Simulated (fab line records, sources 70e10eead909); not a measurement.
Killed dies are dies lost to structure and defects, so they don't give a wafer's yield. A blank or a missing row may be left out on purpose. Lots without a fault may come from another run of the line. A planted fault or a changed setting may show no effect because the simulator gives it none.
Chamber matching | flow nand_harc | NHARC_A_STAIRCASE_ETCH_444 on rie_diel-08: 4 sister chambers
The step etches the open film in C4F8/O2, target depth 20400 nm, time 6800 s. 4 wafers are shown with their chamber, then 7 later ones without.

WAFERS WITH THEIR CHAMBER
wafer  | chamber | rf_vpp_V (V)
L332.4 | 2       | 804.6
L332.6 | 1       | 805.9
L333.1 | 0       | 804.6
L333.2 | 3       | 802.5

WAFERS WITHOUT THEIR CHAMBER
wafer  | rf_vpp_V (V)
L333.3 | 806.0
L334.3 | 803.2
L334.5 | 803.6
L334.6 | 804.4
L340.1 | 804.6
L340.3 | 804.0
L340.4 | 803.0

WHICH CHAMBER EACH WENT THROUGH
wafer  | from the rows above          | in truth
L333.3 | 1                            | 1
L334.3 | can't be placed: 3 or 0 or 2 | 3
L334.5 | can't be placed: 0 or 2 or 3 | 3
L334.6 | can't be placed: 0 or 2      | 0
L340.1 | can't be placed: 0 or 2      | 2
L340.3 | can't be placed: 0 or 2 or 3 | 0
L340.4 | can't be placed: 3 or 0 or 2 | 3
Placed correctly: 1 of 7. Can't be placed from these rows: 6 (the true chamber is among the candidates in 6). Placed wrongly: 0.
How it was worked out, from the rows above alone: a wafer's distance from a chamber is the root of the sum, over the readings, of the square of ((its reading less the chamber's mean) divided by the reading's scatter). The wafer belongs to the nearest chamber; if the next one is less than 2 further off, it can't be placed. A chamber's mean is the mean of its shown wafers. The scatter: with one shown wafer a chamber, the root of the mean of the squares of how far each hidden wafer lies from its nearest shown one.
